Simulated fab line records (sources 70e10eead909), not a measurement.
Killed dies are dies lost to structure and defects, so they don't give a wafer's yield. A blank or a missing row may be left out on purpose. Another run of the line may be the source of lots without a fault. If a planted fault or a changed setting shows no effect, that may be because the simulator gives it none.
Struck lot and sound lot, side by side ; flow nand_harc ; 16 steps out of a route of 1302
Sound: wafers L551.2, L551.3, L551.4. Struck: wafer L554.1 (left out: L554.2, L554.4 of the same lot, which were not struck); the cause appears at the end.
For every step that has rows: the tool of each side, followed by ch and its chambers, followed by its first start. Under that, the readings that differ: sound wafers ; struck wafers ; difference of the means ; sigmas: that difference in standard deviations of wafers without a fault.
alike: readings with means less than 2 such deviations apart, plus words and numbers identical on both sides. not compared: withheld readings, readings lacking a value on some wafer, bounds such as >300 that could conceal the same value, and numbers that have no deviation in the record and whose values overlap.
A row with sigmas, a row that says differs or no value, or rows on one side alone: a step with any of these is where the two part. Numbers that don't overlap but have no deviation are shown without sigmas and don't part them. A reading that every wafer of one side lacks parts them only if that side has two wafers or more.

NHARC_A_M1_INSPECT_11:
  struck on defect_inspect-02, day 25 18:37; sound on defect_inspect-01, day 23 18:25
  alike: raw_defect_count
then, 3 steps without rows for these wafers: NHARC_A_M1_DESCUM_14 (chemistry O2, time 3 s); NHARC_A_M1_ETCH_35 (etches the open film in N2/H2, target depth 40 nm, overetch 12 nm, time 43.94 s); NHARC_A_M1_ETCH_15 (etches the open film in C4F8/Ar, target depth 182.5 nm, time 91.2 s).
NHARC_A_M1_CD_MEAS_16:
  struck on cd_sem-03, day 25 18:59; sound on cd_sem-01, day 23 18:47
  alike: cd_nm
NHARC_A_M1_STRIP_18: strips in N2/H2.
  sound on rie_diel-01 ch 0,2,3, day 23 18:52; struck on rie_diel-07 ch 2, day 25 19:03
reading;sound;struck;difference;sigmas
rf_hours_counter_h (h);10.1 8.6 9.7;6.9;-2.6;
  alike: chamber_pressure_mTorr, drypump_motor_current_A, oes_product_au, rf_vpp_V, showerhead_plenum_p_Torr, throttle_valve_pct
NHARC_A_M1_ETCH_28: etches the open film in CF4/N2, target depth 30 nm, time 72.99 s.
  sound on rie_diel-01 ch 0,2,3; struck on rie_diel-07 ch 3
reading;sound;struck;difference;sigmas
rf_hours_counter_h (h);9.8 8.7 10.1;6.2;-3.3;
showerhead_plenum_p_Torr (Torr);2.59 2.53 2.51;2.74;+0.20;+2
  alike: chamber_pressure_mTorr, drypump_motor_current_A, oes_product_au, rf_vpp_V, throttle_valve_pct
then, 2 steps without rows for these wafers: NHARC_A_M1_STRIP_19 (strips in post etch residue remover, time 600 s); NHARC_A_M1_DEGAS_29 (time 60 s).
NHARC_A_M1_PRE_CLEAN_30: time 30 s.
  sound on pvd_sputter-03; struck on pvd_sputter-02
  alike: heater_power_w
then, 1 step without rows for these wafers: NHARC_A_M1_PVD_20 (deposits TaN, target thk 5 nm, time 8.06 s).
NHARC_A_M1_PVD_21: deposits Cu, target thk 30 nm, time 20.49 s.
  sound on pvd_sputter-03; struck on pvd_sputter-02
reading;sound;struck;difference;sigmas
throttle_valve_pct (%);29.5 29.4 28.7;31.9;+2.7;+2
  alike: cathode_dc_power_W
NHARC_A_M1_ECD_22: material Cu, target thk 400 nm.
  sound on ecd_cu-02 ch 0,1, day 23 19:52; struck on ecd_cu-01 ch 1, day 25 20:08
  alike: bath_heat_duty_pct
NHARC_A_M1_ANNEAL_31: time 90 s.
  sound on rtp_anneal-01 ch 0, day 23 20:17; struck on rtp_anneal-02 ch 0, day 25 20:31
  alike: wafer_temp_C_max
NHARC_A_M1_CMP_23: polishes, t overpolish 20 s, target thk 154.34 nm.
  sound on cmp-04 ch 0,2,3, day 23 20:35; struck on cmp-04 ch 0, day 25 20:53
reading;sound;struck;difference;sigmas
time_to_endpoint_s (s);27.2 27.5 25.7;15.1;-11.7;-5
  alike: motor_current_A, slurry_flow_ml_min
NHARC_A_M1_THK_MEAS_24: measures by xrf.
  struck on film_metro-02, day 25 21:11; sound on film_metro-02, day 23 20:54
  alike: thk_nm

## WHERE THEY PART
At NHARC_A_M1_ETCH_28 first; at NHARC_A_M1_CMP_23 last (within this record only). Later steps at which nothing parts them and some readings are alike: NHARC_A_M1_THK_MEAS_24.

WHY: what had been put in by the simulator
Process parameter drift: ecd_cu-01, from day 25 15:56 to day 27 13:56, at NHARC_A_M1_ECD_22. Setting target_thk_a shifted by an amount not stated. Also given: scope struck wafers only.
